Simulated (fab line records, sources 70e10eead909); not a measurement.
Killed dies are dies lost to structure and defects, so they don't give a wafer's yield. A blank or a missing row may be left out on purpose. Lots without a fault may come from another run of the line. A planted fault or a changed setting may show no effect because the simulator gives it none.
Tool commonality check | flow nand_harc | 11 lots, 33 wafers sampled

WHY IT WAS OPENED
At NHARC_P_M0_INSPECT_27 the reading raw_defect_count is flagged on 1 of 11 lots. Wafers without a fault read 347, standard deviation 150.
Rule: a lot is flagged when every wafer of it that has a number lies more than 4 standard deviations from that mean, or none has a number. The other lots count as sound.

lot  | measured     | on                | raw_defect_count, wafer by wafer | flag
L162 | day 6 19:10  | defect_inspect-01 | 238 258 304                      |
L164 | day 6 19:36  | defect_inspect-02 | 737 766 865                      |
L165 | day 6 20:19  | defect_inspect-01 | 317 234 292                      |
L168 | day 7 11:37  | defect_inspect-01 | 197 137 308                      |
L170 | day 8 07:10  | defect_inspect-02 | 269 377 331                      |
L176 | day 9 04:50  | defect_inspect-01 | 250 429 330                      |
L175 | day 9 18:19  | defect_inspect-02 | 1456 1543 1378                   | FLAGGED
L178 | day 10 00:46 | defect_inspect-02 | 201 400 257                      |
L179 | day 10 11:32 | defect_inspect-02 | 295 182 169                      |
L183 | day 11 13:40 | defect_inspect-02 | 221 373 281                      |
L184 | day 11 14:08 | defect_inspect-02 | 406 194 219                      |
The numbers of the flagged lots are 1459 on average: +1112 against the usual, or +7 standard deviations.

WHICH TOOL RAN EACH LOT
The record holds 2 process steps before the reading, out of a route of 1159 steps. In each cell: the tool, then ch and the chambers that the sampled wafers went through, then the start.
lot  | flag    | NHARC_P_CONTACT_PVD_32                  | NHARC_P_M0_CMP_23
L162 |         | pvd_sputter-03, day 6 16:58 or earlier  | cmp-01 ch 1,2,3, day 6 18:41
L164 |         | pvd_sputter-02, day 6 17:26 or earlier  | cmp-03 ch 0,1,2, day 6 19:13
L165 |         | pvd_sputter-01, day 6 17:53 or earlier  | cmp-02 ch 0,1,2, day 6 19:56
L168 |         | pvd_sputter-02, day 7 09:23 or earlier  | cmp-02 ch 0,2, day 7 11:10
L170 |         | pvd_sputter-03, day 8 04:59 or earlier  | cmp-03 ch 0,2,3, day 8 06:41
L176 |         | pvd_sputter-03, day 9 02:40 or earlier  | cmp-01 ch 0,1,3, day 9 04:23
L175 | FLAGGED | pvd_sputter-02, day 9 16:06 or earlier  | cmp-03 ch 0,2,3, day 9 17:50
L178 |         | pvd_sputter-01, day 9 22:36 or earlier  | cmp-02 ch 0,2,3, day 10 00:23
L179 |         | pvd_sputter-01, day 10 09:22 or earlier | cmp-01 ch 0,1,3, day 10 11:04
L183 |         | pvd_sputter-02, day 11 11:23 or earlier | cmp-02 ch 0,1,2, day 11 13:12
L184 |         | pvd_sputter-01, day 11 11:58 or earlier | cmp-01 ch 0,1,2, day 11 13:40
What these steps do:
- NHARC_P_CONTACT_PVD_32: deposits Ti, target thk 5 nm, time 17.7 s.
- NHARC_P_M0_CMP_23: polishes, t overpolish 20 s, target thk 117.53 nm.
- NHARC_P_M0_INSPECT_27

FLAGGED OVER TOTAL, TOOL BY TOOL (the gauges that took the reading come last)
step                   | tool              | lots run | flagged | share of the flagged lots | sound lots run after its first flagged lot
NHARC_P_CONTACT_PVD_32 | pvd_sputter-01    | 4        | 0       | none                      | -
NHARC_P_CONTACT_PVD_32 | pvd_sputter-02    | 4        | 1       | all                       | 1 (L183)
NHARC_P_CONTACT_PVD_32 | pvd_sputter-03    | 3        | 0       | none                      | -
NHARC_P_M0_CMP_23      | cmp-01            | 4        | 0       | none                      | -
NHARC_P_M0_CMP_23      | cmp-02            | 4        | 0       | none                      | -
NHARC_P_M0_CMP_23      | cmp-03            | 3        | 1       | all                       | 0
NHARC_P_M0_INSPECT_27  | defect_inspect-01 | 4        | 0       | none                      | -
NHARC_P_M0_INSPECT_27  | defect_inspect-02 | 7        | 1       | all                       | 4 (L178,L179,L183,L184)
NHARC_P_CONTACT_PVD_32 gives no start for some lots, so the hours and the order of its lots are those of NHARC_P_M0_CD_MEAS_16.

WHAT THE TABLE ALLOWS
3 rows of the table ran every flagged lot: pvd_sputter-02 at NHARC_P_CONTACT_PVD_32, cmp-03 at NHARC_P_M0_CMP_23, defect_inspect-02 at NHARC_P_M0_INSPECT_27.
- pvd_sputter-02 at NHARC_P_CONTACT_PVD_32: 1 of its 4 lots flagged. Sound lots ran on it after the first flagged one (L183), which a lasting fault on the whole tool wouldn't allow.
- cmp-03 at NHARC_P_M0_CMP_23: 1 of its 3 lots flagged. Its last sound lot is L170 (day 8 06:41), its first flagged lot L175 (day 9 17:50): a fault that began between those two fits.
- defect_inspect-02 at NHARC_P_M0_INSPECT_27: 1 of its 7 lots flagged. Sound lots ran on it after the first flagged one (L178, L179, L183, L184), which a lasting fault on the whole tool wouldn't allow.
One tool is left: cmp-03 at NHARC_P_M0_CMP_23.

WHAT THE SIMULATOR HAD PUT IN
Chamber particle source: cmp-03, from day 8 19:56 on, at NHARC_P_M0_CMP_23. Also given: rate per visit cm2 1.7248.
Lots struck among those shown: L175. The rule above found the same.
